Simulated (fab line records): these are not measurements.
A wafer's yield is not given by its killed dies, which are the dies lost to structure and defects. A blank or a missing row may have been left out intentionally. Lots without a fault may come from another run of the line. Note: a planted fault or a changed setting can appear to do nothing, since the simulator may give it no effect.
Chamber matching | flow n5 finfet | 4 sister chambers for N5_HKMG_FIN_ALD_71 on ald metal-03
The step deposits TiN, target thk 1 nm, pulse time 1 s, purge time 3 s. 8 wafers are shown with their chamber, then 12 later ones without.

WAFERS WITH THEIR CHAMBER
wafer  | chamber | heater power w (W) | precursor pulse height rel
L084.5 | 2       | 818                | 0.992
L084.6 | 1       | 917                | 1.034
L086.1 | 3       | 822                | 1.024
L086.2 | 0       | 904                | 1.002
L086.6 | 0       | 905                | 1.047
L087.1 | 1       | 928                | 0.998
L087.2 | 2       | 816                | 0.997
L087.3 | 3       | 827                | 0.952

WAFERS WITH NO CHAMBER GIVEN
wafer  | heater power w (W) | precursor pulse height rel
L087.4 | 883                | 0.960
L087.5 | 799                | 0.994
L087.6 | 930                | 0.991
L089.1 | 819                | 0.996
L089.3 | 885                | 0.990
L089.6 | 782                | 0.996
L092.1 | 900                | 0.986
L092.2 | 886                | 1.003
L092.3 | 798                | 0.994
L097.2 | 790                | 1.016
L097.3 | 825                | 1.020
L097.6 | 933                | 1.014

EACH ONE'S CHAMBER
wafer  | from the rows above     | in truth
L087.4 | 0                       | 0
L087.5 | can't be placed: 2 or 3 | 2
L087.6 | 1                       | 1
L089.1 | can't be placed: 2 or 3 | 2
L089.3 | 0                       | 0
L089.6 | can't be placed: 2 or 3 | 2
L092.1 | 0                       | 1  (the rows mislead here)
L092.2 | 0                       | 0
L092.3 | can't be placed: 2 or 3 | 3
L097.2 | can't be placed: 2 or 3 | 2
L097.3 | can't be placed: 3 or 2 | 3
L097.6 | 1                       | 1
Correct placement for 5 of the 12. These rows do not allow placing 6 (true chamber among the candidates in 6). 1 placed wrongly.
How it was worked out, from the rows above alone: a wafer's distance from a chamber is the root of the sum, over the readings, of the square of ((its reading less the chamber's mean) divided by the reading's scatter). If the next closest chamber is less than 2 further off than the closest, the wafer can't be placed; otherwise it belongs to the closest. A chamber's mean is the mean of its shown wafers. How the scatter is found: for the shown wafers, subtract from each reading the mean of its chamber, square and add these, divide the total by (wafers less chambers), then take the root.
